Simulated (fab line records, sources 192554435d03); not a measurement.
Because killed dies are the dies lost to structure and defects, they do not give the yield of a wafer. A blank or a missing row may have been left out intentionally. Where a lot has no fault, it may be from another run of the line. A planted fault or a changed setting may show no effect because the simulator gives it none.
A struck lot beside a sound one + flow n5 finfet + 27 out of 1938 route steps
Sound: these wafers, L271.1, L271.4, L271.6. Wafers L266.2, L266.3, L266.6 were the ones struck. At the end, the cause is stated.
Order at every step that has rows: each side's tool, ch and its chambers, its first start. Under that, the readings that differ: sound wafers + struck wafers + difference of the means + sigmas: that difference in standard deviations of wafers without a fault.
alike: a reading whose means differ by less than 2 such deviations, as well as words and numbers matching on both sides. not compared: withheld readings; readings where some wafer has no value; bounds like >300 that might hide an equal value; numbers whose values overlap and for which the record gives no deviation.
A row with sigmas, a row that says differs or no value, or rows on one side alone: a step with any of these is where the two part. Numbers that have no deviation but don't overlap get no sigmas and don't part them. A reading that every wafer of one side lacks parts them only if that side has two wafers or more.

first, 10 steps without rows for these wafers: N5_BEOL_M4_DESCUM_16 (chemistry O2, time 7 s); N5_BEOL_M4_ETCH_74 (etches underlayer in N2/H2, target depth 6.5 nm, time 5.2 s); N5_BEOL_M4_ETCH_63 (etches SiARC in CF4, target depth 15.6 nm, time 26 s); N5_BEOL_M4_ETCH_64 (etches SOC in N2/H2, target depth 75 nm, overetch 22.5 nm, time 121.9 s); N5_BEOL_M4_STRIP_65 (strips in N2/H2); N5_BEOL_M4_STRIP_75 (strips in N2/H2); N5_BEOL_M4_STRIP_66 (strips in CF4); N5_BEOL_M4_HM_OPEN_17 (chemistry Cl2/BCl3, target TiN, target depth 20 nm, overetch 6 nm); N5_BEOL_M4_STRIP_19 (strips in O2); N5_BEOL_M4_COAT_67 (time 60 s, resist thk 60 nm).
N5_BEOL_M4_COAT_68: time 60 s, resist thk 12 nm.
  sound on litho track-04 ch 0, day 11 10:02; struck on litho track-05 ch 0, day 10 13:26
| reading                                    | sound                | struck               | difference | sigmas      |
|--------------------------------------------|----------------------|----------------------|------------|-------------|
| spin speed rpm (rpm)                       | 1499.1 1501.0 1498.8 | 1288.2 1287.1 1285.7 | -212.6     | -99 or more |
| model.SiARC_of_BEOL_M4_COAT_68.thk nm (nm) | 12 12 12             | 13 13 13             | +1         |             |
then, 9 steps without rows for these wafers: N5_BEOL_M4_COAT_76 (time 60 s, resist thk 5 nm); N5_BEOL_M4_COAT_22 (resist thk 30 nm); N5_BEOL_M4_EBR_24; N5_BEOL_M4_SOFTBAKE_23 (time 60 s); N5_BEOL_M4_EXPOSE_25 (exposes mask V3, defocus 5 nm); N5_BEOL_M4_PEB_26 (peb time 60 s); N5_BEOL_M4_DEVELOP_27 (develop time 30 s); N5_BEOL_M4_DESCUM_33 (chemistry O2, time 7 s); N5_BEOL_M4_ETCH_77 (etches underlayer in N2/H2, target depth 6.5 nm, time 5.2 s).
N5_BEOL_M4_ETCH_69: etches SiARC in CF4, target depth 15.6 nm, time 26 s.
  sound on rie diel-03 ch 1,2,3, day 11 11:04; struck on rie diel-01 ch 2,3, day 10 14:06
| reading                                      | sound             | struck            | difference | sigmas |
|----------------------------------------------|-------------------|-------------------|------------|--------|
| etch rf on time s (s)                        | 24.8 26.9 24.9    | 28.1 28.1 28.2    | +2.6       | +3     |
| model.etch.depth nm (nm)                     | 12.04 12.05 12.03 | 12.91 12.93 12.92 | +0.88      |        |
| model.CAR-EUV_of_BEOL_M4_COAT_22.thk nm (nm) | 11.2 11.4 11      | 10.4 10.4 10.4    | -0.8       |        |
  alike: drypump motor current A, oes product au, rf vpp V, showerhead plenum p Torr, throttle valve pct
  not compared: rf hours counter h
then, 1 step without rows for these wafers: N5_BEOL_M4_ALD_98 (deposits SiO2, target thk 2.5 nm, pulse time 1 s, co reactant pulse time 1 s).
N5_BEOL_M4_ETCHBACK_99: etches SiO2 in CHF3, target depth 5 nm, time 10.4 s.
  sound on rie diel-04 ch 0,3, day 11 15:28; struck on rie diel-01 ch 0,2,3, day 10 14:23
| reading                                      | sound          | struck      | difference | sigmas |
|----------------------------------------------|----------------|-------------|------------|--------|
| model.CAR-EUV_of_BEOL_M4_COAT_22.thk nm (nm) | 10.4 10.6 10.4 | 9.6 9.6 9.8 | -0.8       |        |
  alike: drypump motor current A, oes product au, rf vpp V, showerhead plenum p Torr, throttle valve pct
  not compared: rf hours counter h
N5_BEOL_M4_ETCH_70: etches SOC in N2/H2, target depth 80 nm, overetch 24 nm, time 130 s.
  sound on rie diel-04 ch 0,3, day 11 15:30; struck on rie diel-01 ch 0,2,3, day 10 14:25
| reading                                    | sound     | struck      | difference | sigmas |
|--------------------------------------------|-----------|-------------|------------|--------|
| model.SiARC_of_BEOL_M4_COAT_68.thk nm (nm) | 6 5.8 5.8 | 6.8 6.8 6.4 | +0.8       |        |
  alike: drypump motor current A, oes product au, rf vpp V, showerhead plenum p Torr, throttle valve pct
  not compared: rf hours counter h
then, 1 step without rows for these wafers: N5_BEOL_M4_STRIP_71 (strips in N2/H2).
N5_BEOL_M4_RC_MEAS_101:
  sound on prober-02 ch 0, day 11 19:54; struck on prober-02 ch 0, day 10 19:23
  alike: DIBL_N, DIBL_P, IOFF_N, IOFF_P, ION_N, ION_P, SS_N, SS_P, VT_N, VT_P
following that, these wafers have no rows for 1 step: N5_PASSIVATION_PROBE_49.

WHERE THEY PART
Earliest at N5_BEOL_M4_COAT_68; latest, in this record, at N5_BEOL_M4_ETCH_69. Later steps at which nothing parts them and some readings are alike: N5_BEOL_M4_ETCHBACK_99, N5_BEOL_M4_ETCH_70, N5_BEOL_M4_RC_MEAS_101.

WHY: whatever the simulator had introduced
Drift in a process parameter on litho track-05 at N5_BEOL_M4_COAT_68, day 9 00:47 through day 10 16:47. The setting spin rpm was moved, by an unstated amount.
